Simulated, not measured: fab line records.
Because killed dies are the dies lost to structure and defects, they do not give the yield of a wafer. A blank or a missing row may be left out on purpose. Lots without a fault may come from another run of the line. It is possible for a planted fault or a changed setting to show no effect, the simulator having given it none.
fab line records | flow nand-harc
[record] lots = 13 wafers = 39 last-day = 33
route steps=1302 shown A_CONTACT@986 A_BONDPAD@1230 HYBRID_BOND@1242 THIN_TSV@1265 END@1302
lots that met no fault: from a run of the same line without faults
start-h: start of the lot's first displayed wafer, in hours after the record's first day | wait-h: hours elapsed since this lot's preceding step | " as in the row above | L1.1+2: several wafers, shown together as one row | - value missing, or start not given | * or withheld: withheld | < > ~ a bound
route shown NAME@n: a module of which the file shows steps, and the number in the route of the first | usual: the fault-free wafers' mean and standard deviation | same: alike in all rows | chamber/n: place in a boat | sites: each site's reading | _std_site: standard deviation of those values | _edge_site: inner sites' mean taken away from outer sites' mean | radius-mm: for every site, how far away it sits from the centre of the wafer | mask NAME#n: copy n | behind: the tool/chamber that last shaped the wafer | hold: why the lot was held/for how many hours/how that ended | device: the transistor (n, p or np) that didn't switch | end of line: the route-end tests of the same wafers | a step given without rows: its recipe and nothing more | killed: not the wafer's yield, but the dies lost to structure and defects at the first sort | map: shows each die of a wafer: x if killed, . if not, _ if none is there
set.NAME: the setting that was run; set.NAME@STEP: the one run at that earlier step | model.NAME: the simulator's own value behind a step, which no gauge read
the route's steps for a sample of lots (tables are steps, rows are wafers)
services: the hour from which a tool's chamber was out of use, counted from the record's first day as start-h (under 0 if before that day), plus the number of hours and why
[[steps]]
[step NHARC_A_CONTACT_DEP_29]
[recipe] target-thk-a = 1000 target-thk-nm = 100 temp-c = 400 pressure-torr = 3.5 flow-sccm = 200 rf-w = 350 material = SiON
[usual] chamber-pressure-Torr = 3.499/0.0082 heater-power-w = 722/93
// columns lot.wafer tool chamber start-h wait-h chamber-pressure-Torr heater-power-w
L577.1 pecvd-01 0 479.63 3.6 3.501 810
L577.3 " 1 " " 3.508 682
L577.4 " 2 " " 3.493 639
L578.3 pecvd-04 2 502.67 2.2 3.507 679
L578.1 " 0 " " 3.494 848
L578.5 " 0 " " 3.495 870
L580.2 pecvd-01 2 512.20 2.9 3.503 661
L580.3 " 0 " " 3.503 759
L580.1 " 1 " " 3.503 694
L579.2 pecvd-02 1 515.42 2.9 3.508 652
L579.4 " 0 " " 3.479 876
L579.5 " 1 " " 3.503 668
L584.3 pecvd-04 1 550.25 2.2 3.498 569
L584.4 " 1 " " 3.509 587
L584.5 " 2 " " 3.485 747
L583.1 pecvd-01 0 552.98 3.5 3.503 829
L583.5 " 0 " " 3.501 825
L583.4 " 2 " " 3.490 675
L586.3 pecvd-04 0 562.86 2.2 3.506 798
L586.5 " 2 " " 3.497 719
L586.6 " 0 " " 3.505 797
L585.5 pecvd-01 2 564.79 0.8 3.508 675
L585.6 " 0 " " 3.508 768
L585.4 " 1 " " 3.484 689
L587.3 pecvd-04 1 585.62 2.2 3.510 566
L587.6 " 2 " " 3.499 747
L587.4 " 0 " " 3.506 871
L589.1 pecvd-04 2 613.10 3.5 3.507 746
L589.4 " 0 " " 3.506 767
L589.5 " 1 " " 3.499 573
L596.2 pecvd-01 1 694.89 2.9 3.491 734
L596.4 " 2 " " 3.482 694
L596.6 " 0 " " 3.501 760
L597.3 pecvd-01 0 698.70 2.1 3.499 876
L597.4 " 0 " " 3.484 854
L597.5 " 2 " " 3.506 622
L598.2 pecvd-04 2 706.24 2.9 3.501 695
L598.6 " 0 " " 3.506 845
L598.4 " 2 " " 3.505 720
[step NHARC_A_BONDPAD_ANNEAL_28]
[recipe] temp-c = 225 time-s = 90
[usual] anneal-temp-c-max = 225.76/0.26 wafer_temp_C_max = 226.0/0.53
// columns lot.wafer tool chamber start-h wait-h anneal-temp-c-max wafer_temp_C_max
L577.1 rtp-anneal-02 0 522.71 - 226.07 226.1
L577.3 " 0 " " 225.80 226.9
L577.4 " 0 " " 226.14 226.5
L578.1 rtp-anneal-02 0 550.81 0.3 226.04 226.5
L578.3 " 0 " " 226.19 226.8
L578.5 " 0 " " 226.42 226.3
L580.1 rtp-anneal-01 0 552.06 0.4 225.48 225.6
L580.2 " 0 " " 225.70 225.6
L580.3 " 0 " " 225.41 225.8
L579.2 rtp-anneal-02 0 558.28 0.3 225.49 226.4
L579.4 " 0 " " 225.92 226.7
L579.5 " 0 " " 225.31 226.5
L584.3 rtp-anneal-01 0 596.03 0.3 225.53 225.8
L584.4 " 0 " " 225.59 225.3
L584.5 " 0 " " 225.51 225.6
L583.1 rtp-anneal-02 0 600.89 - 225.98 226.4
L583.4 " 0 " " 226.36 226.3
L583.5 " 0 " " 226.26 227.1
L586.3 rtp-anneal-02 0 607.85 - 226.02 226.6
L586.5 " 0 " " 225.85 226.0
L586.6 " 0 " " 225.96 227.2
L585.4 rtp-anneal-02 0 611.19 - 225.88 226.2
L585.5 " 0 " " 226.22 226.6
L585.6 " 0 " " 225.80 226.9
L587.6 rtp-anneal-01 0 626.70 0.4 225.69 225.4
L589.1 rtp-anneal-01 0 658.11 0.3 225.36 225.5
L589.5 " 0 " " 225.47 225.7
L596.2 rtp-anneal-01 0 739.93 0.4 225.59 225.4
L596.4 " 0 " " 225.62 225.3
L596.6 " 0 " " 225.67 225.4
L597.3 rtp-anneal-02 0 740.51 - 225.67 226.8
L597.4 " 0 " " 226.01 227.0
L597.5 " 0 " " 225.95 226.7
L598.2 rtp-anneal-01 0 747.93 0.4 225.85 225.7
L598.4 " 0 " " 225.45 225.5
L598.6 " 0 " " 225.77 225.5
[step NHARC_HYBRID_BOND_OVL_MEAS_05]
[usual] overlay-x-nm = 5/32 overlay-y-nm = 0/34
// columns lot.wafer tool chamber start-h wait-h overlay-x-nm overlay-y-nm
L577.1 overlay-01 - 535.30 0.4 8 -1
L577.3 " - " " 17 -1
L577.4 " - " " 33 21
L580.1 overlay-02 - 560.93 0.4 18 -33
L580.2 " - " " -13 -1
L580.3 " - " " 61 -30
L578.1 overlay-01 - 560.93 0.4 7 -26
L578.3 " - " " 36 55
L578.5 " - " " -47 14
L579.2 overlay-01 - 568.56 0.4 -4 -5
L579.4 " - " " -2 -15
L579.5 " - " " 13 -43
L584.3 overlay-02 - 607.26 0.4 1 6
L584.4 " - " " 40 -84
L584.5 " - " " 4 31
L583.1 overlay-01 - 611.67 0.4 34 20
L583.4 " - " " 0 -50
L583.5 " - " " 22 -29
L586.3 overlay-01 - 620.32 0.4 12 -24
L586.5 " - " " 49 -22
L586.6 " - " " -68 32
L585.4 overlay-02 - 620.32 0.4 3 58
L585.5 " - " " -1 -11
L585.6 " - " " 25 9
L587.6 overlay-01 - 636.86 0.4 47 -18
L589.1 overlay-01 - 668.62 0.4 7 -67
L589.5 " - " " 53 13
L597.3 overlay-02 - 753.34 0.4 -15 8
L597.4 " - " " -5 7
L597.5 " - " " 9 36
L596.2 overlay-02 - 753.35 0.4 -91 -22
L596.4 " - " " 33 -23
L596.6 " - " " -30 -4
L598.2 overlay-02 - 758.02 0.4 -51 79
L598.4 " - " " -17 14
L598.6 " - " " -4 1
[step NHARC_THIN_TSV_STRIP_45]
[recipe] power-w = 1500 temp-c = 250 chemistry = O2
[usual] drypump-motor-current-A = 5.7/0.63 heater-power-w = 308/35 temp-c = 249.98/0.17
// columns lot.wafer tool chamber start-h wait-h drypump-motor-current-A heater-power-w rf-hours-counter-h temp-c
L577.1 plasma-asher-01 1 539.05 0.1 6.1 343 2 250.05
L577.4 " 1 " " 6.2 337 - 250.01
L577.3 " 0 " " 6.3 345 - 249.96
L580.1 plasma-asher-02 1 564.89 0.1 5.6 279 17 249.83
L580.2 " 0 " " 4.7 274 17 250.13
L580.3 " 0 " " 4.7 274 - 249.88
L578.1 plasma-asher-01 0 565.97 0.1 6.3 346 7 250.21
L578.3 " 1 " " 6.1 348 - 249.94
L578.5 " 0 " " 6.3 343 - 250.41
L579.2 plasma-asher-02 1 572.42 0.1 5.6 281 19 250.11
L579.4 " 0 " " 4.7 271 - 249.90
L579.5 " 1 " " 5.6 278 - 249.92
L584.4 plasma-asher-01 1 611.13 0.2 6.1 341 - 249.95
L584.3 " 0 " " 6.3 346 - 249.93
L584.5 " 0 " " 6.2 351 - 249.79
L583.1 plasma-asher-02 1 615.51 0.1 5.6 275 27 249.62
L583.4 " 0 " " 4.7 275 - 249.83
L583.5 " 1 " " 5.6 277 - 249.89
L586.3 plasma-asher-01 0 624.24 0.2 6.3 343 - 249.72
L586.6 " 1 " " 6.2 336 - 250.00
L586.5 " 0 " " 6.3 352 - 249.73
L585.4 plasma-asher-02 1 625.36 0.2 5.6 281 - 249.96
L585.5 " 0 " " 4.7 271 - 250.12
L585.6 " 1 " " 5.6 279 - 250.01
L587.6 plasma-asher-01 0 640.83 0.2 6.3 354 - 249.96
L589.1 plasma-asher-01 1 672.47 0.1 6.1 342 29 249.87
L589.5 " 1 " " 6.1 344 - 249.89
L597.3 plasma-asher-02 0 757.25 0.2 4.6 268 - 249.87
L597.4 " 1 " " 5.6 277 - 249.93
L597.5 " 1 " " 5.6 276 - 249.92
L596.2 plasma-asher-01 1 758.39 0.1 6.2 341 10 249.96
L596.4 " 1 " " 6.2 337 - 249.94
L596.6 " 1 " " 6.2 332 - 249.98
L598.2 plasma-asher-02 1 761.84 0.1 5.6 278 24 249.98
L598.4 " 1 " " 5.6 275 - 250.19
L598.6 " 0 " " 4.7 270 - 250.09
[step NHARC_END_SORT_01]
[recipe] temp-c = 25
[usual] killed-at-array = 54/17 killed-at-other = 1.0/1.4 killed-at-periphery = 3.6/2.1 killed-dies = 58/17 killed-open = 3.2/2 killed-short = 2.5/1.5
[same] gross-dies = 677
// columns lot.wafer tool chamber start-h wait-h killed-at-array killed-at-other killed-at-periphery killed-dies killed-open killed-short
L587.3 prober-01 0 656.15 3.1 667 4 5 676 3 2
L587.4 prober-01 0 656.95 3.4 668 7 2 677 2 3
L587.6 prober-01 0 658.54 4.0 52 3 4 59 3 1
L589.1 prober-01 0 686.91 2.5 27 0 7 34 5 3
L589.4 prober-01 0 689.36 3.4 667 1 8 676 3 4
L589.5 prober-01 0 690.17 3.8 24 2 5 31 8 3
// killed by level:class
L587.3 A_CONTACT:area-dep=631 A_CHANNEL_HOLE_D2:chamber-film-flake=17 A_CHANNEL_HOLE_D1:chamber-film-flake=16 THIN_TSV:chamber-film-flake=4 A_WL_FILL:chamber-film-flake=2 P_GATE:geometric-particle:open=1 P_CONTACT:geometric-particle:short=1 P_CONTACT:geometric-particle:open=1
L587.4 A_CONTACT:area-dep=610 A_CHANNEL_HOLE_D1:chamber-film-flake=35 A_CHANNEL_HOLE_D2:chamber-film-flake=14 THIN_TSV:chamber-film-flake=7 A_STAIRCASE:chamber-film-flake=2 P_GATE:geometric-particle:short=1 A_CHANNEL_FILL_D1:geometric-particle:short=1 A_ONON_D2:geometric-particle:short=1
L587.6 A_CHANNEL_HOLE_D1:chamber-film-flake=34 A_CHANNEL_HOLE_D2:chamber-film-flake=15 THIN_TSV:chamber-film-flake=3 P_CONTACT:geometric-particle:open=2 P_M2:geometric-particle:open=1 A_DECK1_JOINT:geometric-particle:short=1 P_M2:chamber-film-flake=1 A_CHANNEL_FILL_D1:chamber-film-flake=1
L589.1 A_SLIT:chamber-film-flake=8 A_CHANNEL_HOLE_D1:chamber-film-flake=5 P_BONDPAD:chamber-film-flake=4 A_CONTACT:chamber-film-flake=3 A_CHANNEL_HOLE_D2:geometric-particle:open=2 P_GATE:geometric-particle:short=1 A_CHANNEL_HOLE_D1:geometric-particle:open=1 A_ONON_D2:geometric-particle:open=1
L589.4 A_CONTACT:area-dep=644 A_CHANNEL_HOLE_D1:chamber-film-flake=7 P_BONDPAD:chamber-film-flake=6 A_BLC:chamber-film-flake=5 A_WL_FILL:geometric-particle:short=2 A_CHANNEL_HOLE_D1:geometric-particle:short=1 A_CHANNEL_FILL_D1:geometric-particle:open=1 A_BLC:geometric-particle:short=1
L589.5 A_CHANNEL_HOLE_D1:chamber-film-flake=7 A_M0:geometric-particle:open=5 P_BONDPAD:chamber-film-flake=3 A_SLIT:chamber-film-flake=3 A_DECK1_JOINT:chamber-film-flake=2 P_CONTACT:geometric-particle:open=1 A_CHANNEL_FILL_D1:geometric-particle:open=1 A_ONON_D2:geometric-particle:short=1
[[services]]
// columns tool chamber start-h hours kind
pecvd-04 0 463.09 - clean
pecvd-04 1 463.09 - clean
pecvd-04 2 463.09 - clean
plasma-asher-02 - 469.29 9.0 pm
plasma-asher-02 0 469.29 9.0 vent-cycle
pecvd-01 - 492.21 13.0 pm
pecvd-01 1 518.80 2.4 repair
plasma-asher-01 - 519.19 9.0 pm
pecvd-02 0 546.20 4.9 repair
pecvd-02 1 554.32 9.8 repair
plasma-asher-01 - 587.98 2.5 repair
pecvd-02 - 589.41 13.0 pm
pecvd-01 - 601.23 0.5 repair
pecvd-01 - 612.21 1.5 repair
pecvd-04 - 631.09 13.0 pm
plasma-asher-02 - 646.47 9.0 pm
pecvd-01 - 673.42 13.0 pm
rtp-anneal-02 - 690.38 10.2 repair
plasma-asher-01 - 696.19 9.0 pm
pecvd-02 - 698.80 0.7 repair
pecvd-04 0 720.97 1.9 repair
plasma-asher-01 - 727.08 2.5 repair
rtp-anneal-02 - 744.00 12.0 pm
pecvd-02 2 747.20 8.0 repair
[[key]]
[first-sign] step = NHARC_END_SORT_01 reading = killed-dies direction = up sigmas = 36 usual = 58 struck = 676
[effect] step = NHARC_END_SORT_01 reading = killed-at-array direction = up sigmas = 35 usual = 54 struck = 667
[more-kills-born-at] NHARC_A_CONTACT_DEP_29@pecvd-04 = 1885
met-at NHARC_A_CONTACT_DEP_29
struck-lots L587,L589
struck-wafers L587.3,L587.4,L589.4
later-rows-left-out L587.3,L587.4,L589.4
tester-left-out L587,L589
not-acting-at NHARC_A_BONDPAD_ANNEAL_28,NHARC_HYBRID_BOND_OVL_MEAS_05,NHARC_THIN_TSV_STRIP_45
onset-between 562.86 585.62
[fault] kind = process-parameter-drift tool = pecvd-04 chamber = - onset-h = 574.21 steps = NHARC_A_CONTACT_DEP_29 channel = target-thk-nm offset = 29.731 shape = step end-h = 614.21 scope = struck-wafers-only acts-in = these-recipes-only stated = 100
// tester-left-out: of these lots the tester's yield and bins aren't shown, on N5 and GAA mostly nor the transistor test; their killed dies are dies lost to structure and defects alone, not to doping, threshold or leakage, so they don't give the yield
// later-rows-left-out: the simulator's readings of these wafers behind a module that went badly wrong aren't trusted and aren't shown, but for the sort
